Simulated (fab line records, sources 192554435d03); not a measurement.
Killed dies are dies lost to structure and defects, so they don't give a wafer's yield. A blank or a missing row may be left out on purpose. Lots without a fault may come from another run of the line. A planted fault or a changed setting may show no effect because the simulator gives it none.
Chamber matching | flow n5_finfet | N5_BEOL_M1_STRIP_66 on rie_diel-04: 4 sister chambers
The step strips in CF4. 18 wafers are shown with their chamber, then 9 later ones without.

WAFERS WITH THEIR CHAMBER
wafer  | chamber | drypump_motor_current_A (A) | showerhead_plenum_p_Torr (Torr) | throttle_valve_pct (%)
L076.1 | 0       | 5.4                         | 1.77                            | 13.24
L076.4 | 1       | 5.1                         | 1.83                            | 13.63
L076.6 | 3       | 5.9                         | 1.73                            | 14.04
L078.1 | 2       | 4.7                         | 1.92                            | 13.35
L078.2 | 3       | 5.9                         | 1.73                            | 14.05
L078.5 | 3       | 5.9                         | 1.73                            | 14.06
L084.1 | 3       | 5.9                         | 1.72                            | 14.07
L084.2 | 0       | 5.4                         | 1.76                            | 13.29
L084.3 | 2       | 4.7                         | 1.91                            | 13.36
L085.1 | 2       | 4.7                         | 1.91                            | 13.39
L085.2 | 0       | 5.4                         | 1.76                            | 13.30
L085.3 | 3       | 5.9                         | 1.72                            | 14.07
L087.1 | 1       | 5.1                         | 1.83                            | 13.10
L087.5 | 2       | 4.7                         | 1.91                            | 13.40
L087.6 | 3       | 5.9                         | 1.72                            | 14.08
L091.1 | 2       | 4.8                         | 1.91                            | 13.38
L091.2 | 3       | 5.9                         | 1.72                            | 14.10
L091.6 | 0       | 5.4                         | 1.76                            | 13.30

SIGNATURES (means of the wafers above)
reading                  | chamber 0 | chamber 1 | chamber 2 | chamber 3 | scatter within a chamber
drypump_motor_current_A  | 5.400     | 5.100     | 4.720     | 5.900     | 0.0239
showerhead_plenum_p_Torr | 1.7625    | 1.8300    | 1.9120    | 1.7243    | 0.00483
throttle_valve_pct       | 13.2825   | 13.3650   | 13.3760   | 14.0671   | 0.102
Rule: a wafer's distance from a chamber is the root of the sum, over the readings, of the square of ((its reading less the chamber's mean) divided by the reading's scatter). The wafer belongs to the nearest chamber; if the next one is less than 2 further off, it can't be placed. The scatter: the root of (the sum of the squares of (reading less its chamber's mean) over the shown wafers, divided by (wafers less chambers)).

WAFERS WITHOUT THEIR CHAMBER
wafer  | drypump_motor_current_A (A) | showerhead_plenum_p_Torr (Torr) | throttle_valve_pct (%)
L092.1 | 5.1                         | 1.83                            | 13.11
L092.2 | 4.7                         | 1.91                            | 13.42
L092.4 | 5.9                         | 1.72                            | 14.12
L095.1 | 5.1                         | 1.83                            | 13.13
L095.2 | 5.4                         | 1.76                            | 13.33
L095.6 | 5.1                         | 1.83                            | 13.12
L096.1 | 5.9                         | 1.72                            | 14.14
L096.2 | 5.4                         | 1.76                            | 13.33
L096.5 | 5.9                         | 1.72                            | 14.12

WHICH CHAMBER EACH WENT THROUGH
wafer  | from the rows above | in truth
L092.1 | 1                   | 1
L092.2 | 2                   | 2
L092.4 | 3                   | 3
L095.1 | 1                   | 1
L095.2 | 0                   | 0
L095.6 | 1                   | 1
L096.1 | 3                   | 3
L096.2 | 0                   | 0
L096.5 | 3                   | 3
Placed correctly: 9 of 9. Can't be placed from these rows: 0. Placed wrongly: 0.
